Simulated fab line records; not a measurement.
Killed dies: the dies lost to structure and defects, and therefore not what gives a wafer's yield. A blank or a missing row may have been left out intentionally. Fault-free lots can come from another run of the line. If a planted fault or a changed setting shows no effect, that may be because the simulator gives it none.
fab line records	flow n5_finfet
record lots=6	wafers=18	last_day=17
route steps=1938 shown BEOL_M3@960 BEOL_M4@1111 PASSIVATION@1936
lots untouched by any fault: they come from a run of this same line in which no faults occurred
start_h: the number of hours between the record's first day and the start of the first shown wafer of the lot	wait_h: time in hours since the lot's previous step	" identical to the entry in the row above	L1.1+2: a row that stands for several wafers	- no value, or no start was given	* or withheld: withheld	< > ~ a bound
route shown NAME@n: names a module that has steps shown in the file, with the first one's number in the route	usual: mean/standard deviation taken from wafers without a fault	same: alike in all rows	chamber/n: place in a boat	sites: the reading at each site	_std_site: how widely they spread, as a standard deviation	_edge_site: inner sites' mean taken away from outer sites' mean	radius_mm: how far each site lies from the wafer's centre	mask NAME#n: copy n	behind: tool/chamber where the wafer was last shaped	hold: why the lot was held/for how many hours/how that ended	device: the transistor (n, p or np) that didn't switch	end of line: at the end of the route, the tests of the same wafers	where a step has no rows: the recipe by itself	killed: at the first sort, the dies lost to defects and structure; wafer yield is something else	map: shows each die of a wafer: x if killed, . if not, _ if none is there
set.NAME: the setting as run; set.NAME@STEP: as run at that earlier step	model.NAME: the simulator's own value behind a step, which no gauge read
lots seen at some steps along the route; tables by step, rows by wafer
services: a tool's chamber out of use, with start hour (start_h, from the record's first day; less than 0 if before it), hours out, and reason
## steps
# step N5_BEOL_M3_COAT_22
# recipe resist=CAR-EUV	spin_rpm=1500	resist_thk_nm=30
# step N5_BEOL_M3_EBR_24
# recipe solvent=PGMEA	ebr_width_mm=1.5
# step N5_BEOL_M3_SOFTBAKE_23
# recipe temp_c=110	time_s=60	resist=CAR-EUV
# step N5_BEOL_M3_EXPOSE_25
# recipe mask_id=V2	na=0.33	source_shape=quasar	sigma_inner=0.2	sigma_outer=0.8	polarization=unpolarized	defocus_nm=5	dose_mj=63
# step N5_BEOL_M3_PEB_26
# recipe peb_temp_c=100	peb_time_s=60	resist=CAR-EUV
# step N5_BEOL_M3_DEVELOP_27
# recipe develop_time_s=30	developer=TMAH	resist=CAR-EUV	rinse_liquid=surfactant_rinse	dry=air_spin	dev_temp_c=23
# step N5_BEOL_M3_CD_MEAS_28
# recipe target_cd_nm=25.7	landing_energy_ev=500	detector=se_inlens	target_cd_y_nm=23.3	polarity=opening
# usual cd_nm=25.69/0.22
# same landing_energy_ev=500
lot.wafer	tool	chamber	start_h	wait_h	cd_nm
L515.2	cd_sem-03	0	153.80	-	25.38
L515.4	"	0	"	"	25.59
L515.5	"	0	"	"	25.54
L523.2	cd_sem-02	0	199.58	-	25.39
L523.4	"	0	"	"	25.46
L523.5	"	0	"	"	25.48
L524.2	cd_sem-03	0	207.53	-	25.36
L524.3	"	0	"	"	25.45
L524.4	"	0	"	"	25.72
L527.1	cd_sem-03	0	226.97	-	25.70
L527.3	"	0	"	"	25.90
L527.4	"	0	"	"	25.66
L526.2	cd_sem-01	0	231.00	-	25.77
L526.5	"	0	"	"	26.11
L526.6	"	0	"	"	25.93
L536.3	cd_sem-03	0	278.02	-	25.83
L536.4	"	0	"	"	25.63
L536.6	"	0	"	"	25.89
# step N5_BEOL_M3_OVL_MEAS_29
# recipe points_per_wafer=522
# usual V2_OVL=0.0/0.6
lot.wafer	tool	chamber	start_h	wait_h	V2_OVL[nm]
L515.2	overlay-02	0	153.84	0.0	0.4
L515.4	"	0	"	"	0.9
L515.5	"	0	"	"	-1.2
L523.2	overlay-02	0	199.62	0.0	0.0
L523.4	"	0	"	"	0.2
L523.5	"	0	"	"	-0.8
L524.2	overlay-02	0	207.56	0.0	-0.8
L524.3	"	0	"	"	-0.1
L524.4	"	0	"	"	-0.1
L527.1	overlay-02	0	227.00	0.0	0.3
L527.3	"	0	"	"	0.9
L527.4	"	0	"	"	0.1
L526.2	overlay-01	0	231.04	0.0	-0.5
L526.5	"	0	"	"	0.7
L526.6	"	0	"	"	-0.1
L536.3	overlay-02	0	278.06	0.0	-0.4
L536.4	"	0	"	"	-0.3
L536.6	"	0	"	"	0.5
# step N5_BEOL_M3_INSPECT_30
# recipe mode=adi	inspect_instrument=brightfield
# usual raw_defect_count=419/97
lot.wafer	tool	chamber	start_h	wait_h	raw_defect_count
L515.2	defect_inspect-02	-	153.89	0.0	445
L515.4	"	-	"	"	408
L515.5	"	-	"	"	444
L523.2	defect_inspect-02	-	199.67	0.0	545
L523.4	"	-	"	"	576
L523.5	"	-	"	"	618
L524.2	defect_inspect-02	-	207.61	0.0	411
L524.3	"	-	"	"	401
L524.4	"	-	"	"	435
L527.1	defect_inspect-02	-	227.06	0.1	501
L527.3	"	-	"	"	440
L527.4	"	-	"	"	507
L526.2	defect_inspect-02	-	231.09	0.0	501
L526.5	"	-	"	"	393
L526.6	"	-	"	"	446
L536.3	defect_inspect-01	-	278.11	0.0	273
L536.4	"	-	"	"	405
L536.6	"	-	"	"	424
# step N5_BEOL_M3_DESCUM_33
# recipe chemistry=O2	time_s=7	source_power_w=50	bias_power_w=20	pressure_mtorr=20	rf_frequency_hz=2.712e+07	temp_c=40	resist=CAR-EUV	o2_flow_sccm=225
# usual drypump_motor_current_A=5.7/0.35	oes_product_au=0.81/0.072	rf_fwd_power_W=49.23/0.21	rf_vpp_V=243.3/1.3	showerhead_plenum_p_Torr=2.10/0.082	temp_c=39.99/0.12	throttle_valve_pct=20.41/0.23
lot.wafer	tool	chamber	start_h	wait_h	drypump_motor_current_A	oes_product_au	rf_fwd_power_W	rf_hours_counter_h	rf_vpp_V	showerhead_plenum_p_Torr	temp_c	throttle_valve_pct
L515.2	rie_diel-04	0	153.92	0.0	5.7	0.95	48.92	6	242.0	2.07	39.80	20.17
L515.4	"	0	"	"	5.7	0.95	48.90	-	243.3	2.07	39.87	20.17
L515.5	"	2	"	"	5.3	0.83	49.20	-	242.0	2.02	39.82	20.47
L523.2	rie_diel-06	3	199.70	0.0	5.6	0.74	49.21	168	243.4	2.18	39.88	20.36
L523.4	"	0	"	"	5.7	0.71	49.32	205	241.0	2.01	39.96	20.71
L523.5	"	0	"	"	5.6	0.71	49.13	-	241.5	2.01	40.06	20.69
L524.2	rie_diel-04	3	207.65	0.0	6.0	0.87	49.63	31	243.9	2.13	39.99	20.50
L524.3	"	0	"	"	5.6	0.90	48.98	20	243.6	2.06	40.05	20.18
L524.4	"	2	"	"	5.4	0.80	49.02	101	242.8	2.02	40.13	20.49
L527.1	rie_diel-04	0	227.09	0.0	5.6	0.90	49.16	26	241.6	2.06	39.84	20.18
L527.3	"	2	"	"	5.4	0.80	49.47	107	243.6	2.01	40.15	20.51
L527.4	"	3	"	"	6.0	0.87	49.35	37	243.7	2.13	40.08	20.51
L526.2	rie_diel-02	2	231.12	0.0	6.5	0.79	49.21	97	243.8	2.03	40.04	20.89
L526.5	"	2	"	"	6.5	0.79	49.25	-	242.1	2.03	39.83	20.89
L526.6	"	3	"	"	5.9	0.81	49.32	-	243.4	2.22	40.03	20.03
L536.3	rie_diel-04	3	278.14	0.0	6.0	0.84	49.55	53	243.3	2.13	39.78	20.54
L536.4	"	2	"	"	5.3	0.79	49.37	122	242.2	2.01	40.05	20.52
L536.6	"	2	"	"	5.3	0.79	49.32	-	242.9	2.01	40.09	20.53
# step N5_BEOL_M3_ETCH_77
# recipe chemistry=N2/H2	target=underlayer	target_depth_a=65	mask_material=CAR-EUV	time_s=5.2	ion_energy_ev=200	pressure_mtorr=30	source_w=840	bias_w=150	n2_flow_sccm=200	h2_flow_sccm=200	ends=cleared
# usual drypump_motor_current_A=5.7/0.34	etch_rf_on_time_s=5.22/0.12	h2_flow_sccm=200.0/0.64	oes_product_au=0.69/0.065	rf_fwd_power_W=819.7/2.5	rf_vpp_V=524.2/2.8	showerhead_plenum_p_Torr=2.54/0.092	throttle_valve_pct=17.77/0.23
lot.wafer	tool	chamber	start_h	wait_h	drypump_motor_current_A	etch_rf_on_time_s	h2_flow_sccm	oes_product_au	rf_fwd_power_W	rf_hours_counter_h	rf_vpp_V	showerhead_plenum_p_Torr	throttle_valve_pct
L515.2	rie_diel-04	0	153.96	0.0	5.7	5.23	199.3	0.80	822.5	6	519.5	2.50	17.48
L515.4	"	0	"	"	5.7	5.25	200.4	0.79	824.3	-	524.5	2.50	17.46
L515.5	"	2	"	"	5.4	5.06	199.0	0.71	818.5	-	522.5	2.45	17.92
L523.2	rie_diel-06	3	199.74	0.0	5.6	5.35	199.8	0.63	820.7	168	525.6	2.64	17.75
L523.4	"	0	"	"	5.6	5.39	200.6	0.60	817.0	205	519.9	2.41	17.92
L523.5	"	0	"	"	5.6	5.44	201.0	0.60	814.1	-	521.2	2.41	17.93
L524.2	rie_diel-04	3	207.68	0.0	6.0	5.01	201.1	0.77	821.0	31	524.3	2.58	17.85
L524.3	"	0	"	"	5.7	5.28	199.4	0.77	820.3	20	523.8	2.49	17.50
L524.4	"	2	"	"	5.4	5.09	200.0	0.70	821.4	101	522.3	2.44	17.95
L527.1	rie_diel-04	0	227.12	0.0	5.6	5.18	199.1	0.77	816.2	26	523.6	2.49	17.54
L527.3	"	2	"	"	5.4	5.07	199.8	0.70	819.8	107	523.3	2.44	17.96
L527.4	"	3	"	"	6.0	5.00	200.7	0.76	819.6	37	524.0	2.57	17.86
L526.2	rie_diel-02	2	231.16	0.0	6.5	5.28	201.2	0.65	821.8	97	521.2	2.46	18.23
L526.5	"	2	"	"	6.5	5.28	200.2	0.67	820.2	-	523.2	2.46	18.22
L526.6	"	3	"	"	5.9	5.08	200.9	0.70	817.0	-	531.2	2.67	17.29
L536.3	rie_diel-04	3	278.17	0.0	6.0	5.07	200.8	0.73	822.7	53	526.5	2.56	17.88
L536.4	"	2	"	"	5.4	5.09	199.4	0.68	819.4	122	521.5	2.43	18.01
L536.6	"	2	"	"	5.3	5.11	200.2	0.68	818.7	-	522.1	2.44	18.01
# step N5_BEOL_M3_ETCH_69
# recipe chemistry=CF4	target=SiARC	target_depth_a=156	mask_material=CAR-EUV	time_s=26	ion_energy_ev=80	pressure_mtorr=40	source_w=545	bias_w=36	Ar_flow_sccm=100	cf4_flow_sccm=100	ends=cleared
# usual cf4_flow_sccm=100.0/0.31	drypump_motor_current_A=5.7/0.35	etch_rf_on_time_s=26.0/0.57	mfc_ar_sccm=100.0/0.31	oes_product_au=0.69/0.066	rf_fwd_power_W=531.7/1.6	rf_vpp_V=184.2/1.2	showerhead_plenum_p_Torr=2.15/0.077	throttle_valve_pct=15.55/0.23
lot.wafer	tool	chamber	start_h	wait_h	cf4_flow_sccm	drypump_motor_current_A	etch_rf_on_time_s	mfc_ar_sccm	oes_product_au	rf_fwd_power_W	rf_hours_counter_h	rf_vpp_V	showerhead_plenum_p_Torr	throttle_valve_pct
L515.2	rie_diel-04	0	153.97	0.0	100.1	5.6	26.3	100.9	0.81	533.4	6	184.2	2.09	15.20
L515.4	"	0	"	"	100.2	5.6	26.5	100.5	0.80	532.5	-	183.9	2.09	15.19
L515.5	"	2	"	"	100.0	5.4	25.3	100.1	0.72	531.0	-	183.0	2.07	15.64
L523.2	rie_diel-06	3	199.76	0.0	99.4	5.6	26.5	100.0	0.64	530.8	168	185.5	2.20	15.52
L523.4	"	0	"	"	99.7	5.6	27.2	99.8	0.60	530.8	205	182.7	2.04	15.71
L523.5	"	0	"	"	100.0	5.6	27.2	99.8	0.61	529.5	-	181.8	2.04	15.73
L524.2	rie_diel-04	3	207.70	0.0	100.1	6.0	24.5	99.8	0.79	530.0	31	184.3	2.18	15.60
L524.3	"	0	"	"	99.9	5.6	26.1	100.1	0.78	532.6	20	184.6	2.09	15.21
L524.4	"	2	"	"	99.9	5.3	25.2	100.5	0.71	528.8	101	182.8	2.07	15.69
L527.1	rie_diel-04	0	227.14	0.0	100.5	5.6	26.2	100.0	0.77	529.5	26	183.5	2.09	15.24
L527.3	"	2	"	"	99.2	5.4	25.6	100.6	0.69	529.9	107	183.1	2.06	15.68
L527.4	"	3	"	"	99.5	6.0	25.1	100.4	0.77	534.7	37	184.7	2.18	15.62
L526.2	rie_diel-02	2	231.17	0.0	99.9	6.5	26.3	100.4	0.66	532.1	97	181.5	2.06	15.90
L526.5	"	2	"	"	100.2	6.5	26.6	99.8	0.66	534.1	-	184.1	2.06	15.89
L526.6	"	3	"	"	100.0	5.8	25.6	99.8	0.70	529.6	-	185.3	2.27	15.24
L536.3	rie_diel-04	3	278.19	0.0	100.3	6.0	25.2	100.5	0.74	532.2	53	184.5	2.17	15.65
L536.4	"	2	"	"	99.9	5.4	25.5	100.0	0.68	533.4	122	182.5	2.06	15.71
L536.6	"	2	"	"	99.9	5.3	25.4	99.9	0.68	532.3	-	183.3	2.06	15.71
# step N5_BEOL_M3_ALD_98
# recipe material=SiO2	target_thk_a=25	temp_c=100	ald_precursor_family=BDEAS	ald_co_reactant=O2-plasma	pulse_time_s=1	co_reactant_pulse_time_s=1	purge_time_s=2	co_reactant_purge_time_s=2	ald_cycles=17	pressure_torr=2
# usual ald_cycles=17/0	heater_power_w=82/12	precursor_pulse_height_rel=1.001/0.021
# same purge_time_s=2
lot.wafer	tool	chamber	start_h	wait_h	ald_cycles	heater_power_w	precursor_pulse_height_rel	since_wet_clean_h	model.SiO2_of_BEOL_M3_ALD_98.thk_nm
L515.2	ald_sin-04	3	154.06	0.1	17	85	1.005	250	2.4
L515.4	"	0	"	"	17	80	1.018	250	2.4
L515.5	"	0	"	"	17	81	1.021	-	2.4
L523.2	ald_sin-02	3	199.84	0.1	17	98	1.005	190	2.4
L523.4	"	2	"	"	17	88	0.961	190	2.6
L523.5	"	3	"	"	17	102	0.980	-	2.6
L524.2	ald_sin-02	2	208.09	0.4	17	86	0.989	199	2.6
L524.3	"	0	"	"	9	83	1.014	199	1.4
L524.4	"	3	"	"	17	97	0.990	199	2.6
L527.1	ald_sin-04	0	227.22	0.1	17	80	1.019	323	2.4
L527.3	"	3	"	"	17	82	0.996	323	2.6
L527.4	"	1	"	"	17	103	0.986	323	2.4
L526.2	ald_sin-02	3	231.26	0.1	17	99	0.974	222	2.4
L526.5	"	0	"	"	9	81	1.004	-	1.4
L526.6	"	1	"	"	17	78	1.007	-	2.6
L536.3	ald_sin-03	1	278.50	0.3	17	68	0.972	179	2.6
L536.4	"	0	"	"	17	84	1.024	179	2.6
L536.6	"	1	"	"	17	70	0.974	-	2.6
# step N5_BEOL_M3_ETCHBACK_99
# recipe chemistry=CHF3	target=SiO2	target_depth_a=50	time_s=10.4	source_w=215	bias_w=47	Ar_flow_sccm=200	CHF3_flow_sccm=12	ion_energy_ev=100	pressure_mtorr=30
# usual drypump_motor_current_A=5.7/0.38	mfc_ar_sccm=200.1/0.62	oes_f_703_au=0.81/0.074	oes_product_au=0.81/0.069	rf_fwd_power_W=211.8/0.84	rf_vpp_V=240/3.3	showerhead_plenum_p_Torr=2.17/0.088	throttle_valve_pct=17.01/0.26
lot.wafer	tool	chamber	start_h	wait_h	drypump_motor_current_A	mfc_ar_sccm	oes_f_703_au	oes_product_au	rf_fwd_power_W	rf_hours_counter_h	rf_vpp_V	showerhead_plenum_p_Torr	throttle_valve_pct
L515.2	rie_diel-04	2	155.09	1.0	5.3	199.4	0.86	0.83	211.8	86	237	2.08	17.11
L515.4	"	2	"	"	5.3	200.0	0.86	0.83	211.9	-	239	2.08	17.10
L515.5	"	1	"	"	5.5	199.1	0.67	0.71	210.9	-	245	2.14	17.16
L523.2	rie_diel-06	0	204.83	4.9	5.6	200.2	0.72	0.70	210.8	205	239	2.04	17.16
L523.4	"	3	"	"	5.6	200.1	0.76	0.74	211.8	168	245	2.22	16.95
L523.5	"	3	"	"	5.6	200.5	0.75	0.74	212.6	-	245	2.22	16.96
L524.2	rie_diel-06	3	211.23	3.1	5.6	199.6	0.75	0.75	210.7	170	244	2.22	16.96
L524.3	"	1	"	"	6.2	200.1	0.88	0.84	212.7	58	237	2.10	16.77
L524.4	"	2	"	"	6.0	200.2	0.82	0.82	211.6	90	244	2.26	16.85
L527.1	rie_diel-06	0	228.33	1.1	5.6	198.4	0.71	0.70	211.8	213	239	2.04	17.16
L527.3	"	3	"	"	5.6	199.4	0.75	0.75	213.4	176	245	2.22	16.97
L527.4	"	1	"	"	6.2	200.2	0.87	0.83	212.8	63	236	2.10	16.75
L526.2	rie_diel-04	0	234.15	2.8	5.6	200.0	0.87	0.90	211.9	29	241	2.09	16.67
L526.5	"	3	"	"	6.0	200.9	0.91	0.88	212.6	-	235	2.18	17.09
L526.6	"	2	"	"	5.4	200.0	0.83	0.81	210.7	-	237	2.07	17.15
L536.3	rie_diel-02	2	279.72	1.2	6.5	199.7	0.76	0.76	211.1	114	236	2.06	17.35
L536.4	"	1	"	"	5.6	199.2	0.84	0.85	211.8	78	236	2.27	16.78
L536.6	"	1	"	"	5.6	199.3	0.84	0.85	213.2	-	237	2.27	16.77
# step N5_BEOL_M4_RC_MEAS_101
# usual DIBL_N=37.1/1.9	DIBL_P=37.2/2.3	IOFF_N=0.18/0.04	IOFF_P=0.23/0.044	ION_N=682/11	ION_P=468/8.6	SS_N=71.9/0.68	SS_P=73.5/0.74	VT_N=248/3.4	VT_P=-248/3.4
lot.wafer	tool	chamber	start_h	wait_h	DIBL_N[mV/V]	DIBL_P[mV/V]	IOFF_N[nA/um]	IOFF_P[nA/um]	ION_N[uA/um]	ION_P[uA/um]	SS_N[mV/dec]	SS_P[mV/dec]	VT_N[mV]	VT_P[mV]
L515.2	prober-02	0	170.41	0.2	37.1	35.4	0.15	0.20	676	472	71.3	73.0	251	-250
L515.4	"	0	"	"	37.4	35.7	0.16	0.22	683	470	72.0	73.1	249	-248
L515.5	"	0	"	"	36.1	33.8	0.13	0.18	667	461	71.6	73.3	251	-253
L523.2	prober-02	0	216.94	0.2	39.6	40.2	0.22	0.26	693	473	72.1	73.7	246	-250
L523.4	"	0	"	"	34.2	32.6	0.12	0.15	672	462	70.5	72.9	255	-253
L523.5	"	0	"	"	34.5	33.7	0.13	0.16	690	470	71.4	72.7	254	-255
L524.2	prober-01	0	226.36	0.2	34.4	36.7	0.15	0.18	683	470	71.2	73.1	252	-253
L524.3	"	0	"	"	35.2	36.9	0.14	0.18	675	462	71.4	72.7	253	-254
L524.4	"	0	"	"	35.6	38.5	0.16	0.20	686	469	71.0	74.2	249	-252
L527.1	prober-01	0	242.52	0.0	37.6	37.1	0.19	0.27	696	482	71.1	73.2	243	-244
L527.3	"	0	"	"	39.1	38.0	0.21	0.27	678	468	71.9	73.6	245	-246
L527.4	"	0	"	"	36.7	37.4	0.18	0.27	688	485	71.4	73.3	246	-246
L526.2	prober-01	0	247.84	0.2	36.0	36.5	0.17	0.25	687	478	71.8	73.2	248	-246
L526.5	"	0	"	"	38.7	40.7	0.23	0.32	708	485	72.5	73.7	242	-240
L526.6	"	0	"	"	36.4	36.1	0.17	0.24	675	467	71.8	73.1	249	-245
L536.3	prober-01	0	295.12	0.3	34.1	35.1	0.15	0.22	681	469	71.5	73.1	248	-245
L536.4	"	0	"	"	37.2	37.9	0.20	0.26	678	460	73.0	73.6	248	-246
L536.6	"	0	"	"	35.9	37.0	0.18	0.25	687	474	71.4	73.4	249	-245
# step N5_PASSIVATION_PROBE_49
# usual defect_limited_yield=91.5/1.4	killed_at_M0_to_M3=32/9.7	killed_at_M4_up=14/5.3	killed_at_contacts=11/6	killed_at_front_end=39/14	killed_at_other=3.3/2.7	killed_dies=100/17	killed_open=66/13	killed_short=32/7.4	sort_bin_5_function=4.9/0.9	sort_bin_6_memory=3.2/0.72	sort_n_pass=1080/17	sort_yield_pct=91.5/1.4
# same gross_dies=1180	killed_at_back_side=0	sort_bin_4_leakage[%]=0	sort_bin_8_speed[%]=0
lot.wafer	tool	chamber	start_h	wait_h	defect_limited_yield[%]	killed_at_M0_to_M3	killed_at_M4_up	killed_at_contacts	killed_at_front_end	killed_at_other	killed_dies	killed_open	killed_short	sort_bin_5_function[%]	sort_bin_6_memory[%]	sort_n_pass	sort_yield_pct[%]
L515.2	prober-02	-	277.77	0.1	92.9	29	14	14	26	1	84	54	30	4.7	2.1	1096	92.9
L515.4	prober-02	-	277.87	0.2	90.0	69	14	7	28	0	118	79	35	5.8	3.5	1062	90.0
L515.5	prober-02	-	277.92	0.2	90.7	36	15	11	47	1	110	67	42	5.7	3.4	1070	90.7
L523.2	prober-02	-	322.86	0.1	92.5	34	16	11	28	0	89	58	30	4.2	3.2	1091	92.5
L523.4	prober-02	-	322.96	0.2	91.9	45	8	16	24	2	95	59	35	5.0	2.8	1085	91.9
L523.5	prober-02	-	323.01	0.2	91.0	24	24	26	32	0	106	78	27	5.2	3.6	1074	91.0
L524.2	prober-01	-	328.74	0.1	92.6	20	21	8	33	5	87	59	27	4.2	3.0	1093	92.6
L524.3	prober-01	-	328.79	0.1	92.5	16	11	9	52	1	89	61	26	4.1	3.1	1091	92.5
L524.4	prober-01	-	328.84	0.2	91.9	16	8	12	54	5	95	63	30	4.9	2.9	1085	91.9
L527.1	prober-01	-	337.39	0.0	92.5	20	14	16	37	2	89	55	34	4.7	2.7	1091	92.5
L527.3	prober-01	-	337.49	0.1	91.9	32	14	8	37	4	95	67	28	4.7	3.0	1085	91.9
L527.4	prober-01	-	337.54	0.2	91.6	24	18	4	49	4	99	66	32	4.7	3.6	1081	91.6
L526.2	prober-02	-	351.42	0.1	90.1	40	13	2	47	15	117	86	31	6.9	2.8	1063	90.1
L526.5	prober-02	-	351.57	0.2	91.0	32	17	4	47	6	106	75	31	5.8	3.1	1074	91.0
L526.6	prober-02	-	351.62	0.3	92.1	51	6	6	28	2	93	64	29	4.8	3.0	1087	92.1
L536.3	prober-01	-	398.51	0.1	90.1	35	9	9	57	7	117	70	41	6.8	2.5	1063	90.1
L536.4	prober-01	-	398.56	0.2	92.8	29	9	9	37	1	85	56	27	4.3	2.7	1095	92.8
L536.6	prober-01	-	398.66	0.3	89.5	34	14	8	65	3	124	81	35	5.8	3.9	1056	89.5
# killed by level:class
L515.2 FIN_SAQP:geometric_particle:open=10 MOL_CONTACT_COAG:geometric_particle:open=9 DUMMY_GATE:geometric_particle:open=7 BEOL_M1:geometric_particle:open=7 BEOL_M0_SAQP:geometric_particle:open=6 BEOL_M5:geometric_particle:short=6 MOL_CONTACT_COAG:geometric_particle:short=5 BEOL_M0_SAQP:geometric_particle:short=5
L515.4 BEOL_M2:geometric_particle:open=20 BEOL_M0_SAQP:geometric_particle:short=12 BEOL_M0_SAQP:geometric_particle:open=11 BEOL_M1:geometric_particle:open=7 BEOL_M3:geometric_particle:open=7 DUMMY_GATE:geometric_particle:open=6 MOL_CONTACT_COAG:geometric_particle:open=6 BEOL_M2:geometric_particle:short=5
L515.5 FIN_SAQP:geometric_particle:open=17 FIN_SAQP:geometric_particle:short=10 BEOL_M0_SAQP:geometric_particle:short=10 BEOL_M2:geometric_particle:open=9 MOL_CONTACT_COAG:geometric_particle:open=8 BEOL_M0_SAQP:geometric_particle:open=8 DUMMY_GATE:geometric_particle:open=6 STI_FIN_REVEAL:geometric_particle:open=5
L523.2 BEOL_M2:geometric_particle:open=9 BEOL_M3:geometric_particle:open=9 FIN_SAQP:geometric_particle:open=7 MOL_CONTACT_COAG:geometric_particle:open=7 FIN_SAQP:geometric_particle:short=6 BEOL_M4:geometric_particle:open=5 STI_FIN_REVEAL:geometric_particle:open=4 DUMMY_GATE:geometric_particle:open=4
L523.4 MOL_CONTACT_COAG:geometric_particle:open=12 BEOL_M0_SAQP:geometric_particle:short=10 BEOL_M2:geometric_particle:open=8 STI_FIN_REVEAL:geometric_particle:open=7 BEOL_M0_SAQP:geometric_particle:open=7 BEOL_M3:geometric_particle:open=6 BEOL_M1:geometric_particle:open=5 MOL_CONTACT_COAG:geometric_particle:short=4
L523.5 MOL_CONTACT_COAG:geometric_particle:open=16 BEOL_M4:geometric_particle:open=14 STI_FIN_REVEAL:geometric_particle:open=10 MOL_CONTACT_COAG:geometric_particle:short=10 BEOL_M3:geometric_particle:open=7 STARTING-WAFER:geometric_particle:open=7 BEOL_M2:geometric_particle:open=6 FIN_SAQP:geometric_particle:short=3
L524.2 STI_FIN_REVEAL:geometric_particle:open=11 BEOL_M4:geometric_particle:open=8 DUMMY_GATE:geometric_particle:open=7 MOL_CONTACT_COAG:geometric_particle:open=7 BEOL_M3:geometric_particle:open=6 FIN_SAQP:geometric_particle:short=4 STI_FIN_REVEAL:geometric_particle:short=4 BEOL_M1:geometric_particle:open=3
L524.3 STI_FIN_REVEAL:geometric_particle:open=16 FIN_SAQP:geometric_particle:short=11 FIN_SAQP:geometric_particle:open=11 MOL_CONTACT_COAG:geometric_particle:open=8 BEOL_M4:geometric_particle:open=5 BEOL_M0_SAQP:geometric_particle:short=4 BEOL_M2:geometric_particle:open=4 DUMMY_GATE:geometric_particle:open=3
L524.4 STI_FIN_REVEAL:geometric_particle:open=17 FIN_SAQP:geometric_particle:open=14 MOL_CONTACT_COAG:geometric_particle:open=10 FIN_SAQP:geometric_particle:short=6 STI_FIN_REVEAL:geometric_particle:short=5 BEOL_M0_SAQP:geometric_particle:open=4 GATE_CUT:geometric_particle:open=3 BEOL_M0_SAQP:geometric_particle:short=3
L527.1 MOL_CONTACT_COAG:geometric_particle:open=14 GATE_CUT:geometric_particle:short=9 FIN_SAQP:geometric_particle:short=7 STI_FIN_REVEAL:geometric_particle:open=7 BEOL_M0_SAQP:geometric_particle:open=7 FIN_SAQP:geometric_particle:open=4 BEOL_M4:geometric_particle:open=4 BEOL_M2:geometric_particle:open=4
L527.3 BEOL_M0_SAQP:geometric_particle:open=13 STI_FIN_REVEAL:geometric_particle:open=10 FIN_SAQP:geometric_particle:short=9 MOL_CONTACT_COAG:geometric_particle:open=7 BEOL_M3:geometric_particle:open=6 FIN_SAQP:geometric_particle:open=5 BEOL_M0_SAQP:geometric_particle:short=5 GATE_CUT:geometric_particle:short=4
L527.4 FIN_SAQP:geometric_particle:short=16 FIN_SAQP:geometric_particle:open=16 STI_FIN_REVEAL:geometric_particle:open=9 BEOL_M4:geometric_particle:open=9 BEOL_M0_SAQP:geometric_particle:open=7 BEOL_M0_SAQP:geometric_particle:short=6 BEOL_M3:geometric_particle:open=5 MOL_CONTACT_COAG:geometric_particle:open=4
L526.2 BEOL_M0_SAQP:geometric_particle:short=10 FIN_SAQP:geometric_particle:short=9 FIN_SAQP:geometric_particle:open=8 STI_FIN_REVEAL:geometric_particle:open=8 BEOL_M0_SAQP:geometric_particle:open=8 BEOL_M1:geometric_particle:open=8 BEOL_M3:geometric_particle:open=8 MIM_TOP_ETCH:geometric_particle:open=7
L526.5 DUMMY_GATE:geometric_particle:open=16 BEOL_M3:geometric_particle:open=14 FIN_SAQP:geometric_particle:short=6 STI_FIN_REVEAL:geometric_particle:open=6 BEOL_M0_SAQP:geometric_particle:short=6 BEOL_M4:geometric_particle:open=5 DUMMY_GATE:geometric_particle:short=4 MOL_CONTACT_COAG:geometric_particle:open=4
L526.6 BEOL_M0_SAQP:geometric_particle:open=10 BEOL_M3:geometric_particle:open=10 BEOL_M0_SAQP:geometric_particle:short=8 BEOL_M2:geometric_particle:open=7 BEOL_M1:geometric_particle:open=5 MOL_CONTACT_COAG:geometric_particle:open=5 FIN_SAQP:geometric_particle:open=4 STI_FIN_REVEAL:geometric_particle:open=4
L536.3 GATE_CUT:geometric_particle:short=11 FIN_SAQP:geometric_particle:open=9 BEOL_M0_SAQP:geometric_particle:open=9 BEOL_M3:geometric_particle:open=8 GATE_CUT:geometric_particle:open=7 BEOL_M2:geometric_particle:open=7 STARTING-WAFER:geometric_particle:open=6 MOL_CONTACT_COAG:geometric_particle:open=5
L536.4 STI_FIN_REVEAL:geometric_particle:open=8 BEOL_M2:geometric_particle:open=8 BEOL_M3:geometric_particle:open=7 MOL_CONTACT_COAG:geometric_particle:open=6 ILD0:geometric_particle:short=5 BEOL_M0_SAQP:geometric_particle:short=5 FIN_SAQP:geometric_particle:short=4 FIN_SAQP:geometric_particle:open=4
L536.6 BEOL_M0_SAQP:geometric_particle:open=10 FIN_SAQP:geometric_particle:open=9 BEOL_M0_SAQP:geometric_particle:short=9 FIN_SAQP:geometric_particle:short=7 STI_FIN_REVEAL:geometric_particle:open=7 GATE_CUT:geometric_particle:open=7 ILD0:geometric_particle:open=6 ILD0:geometric_particle:short=6
## services
tool	chamber	start_h	hours	kind
rie_diel-02	3	139.39	2.0	repair
rie_diel-04	3	146.43	9.5	repair
rie_diel-06	1	181.26	7.0	repair
ald_sin-03	-	183.57	6.1	pm
rie_diel-06	2	187.71	4.6	repair
rie_diel-02	3	240.22	32.8	repair
ald_sin-04	3	266.06	10.3	repair
ald_sin-04	-	268.25	14.0	pm
ald_sin-04	0	268.25	14.0	vent_cycle
ald_sin-04	1	268.25	14.0	vent_cycle
ald_sin-04	2	268.25	14.0	vent_cycle
rie_diel-04	1	279.44	3.4	repair
## key
first_sign step=N5_BEOL_M3_ALD_98	reading=ald_cycles	direction=down	sigmas=99+	usual=*	struck=*
effect none on later readings
model_effect step=N5_BEOL_M3_ALD_98	value=SiO2_of_BEOL_M3_ALD_98.thk_nm	without=2.6	struck=1.4
met_at N5_BEOL_M3_ALD_98
struck_wafers L524.3,L526.5
fault kind=process_parameter_drift	tool=ald_sin-02	chamber=0	onset_h=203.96	steps=N5_BEOL_M3_ALD_98	channel=ald_cycles	offset=*	shape=step	end_h=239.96	acts_in=*	stated=*
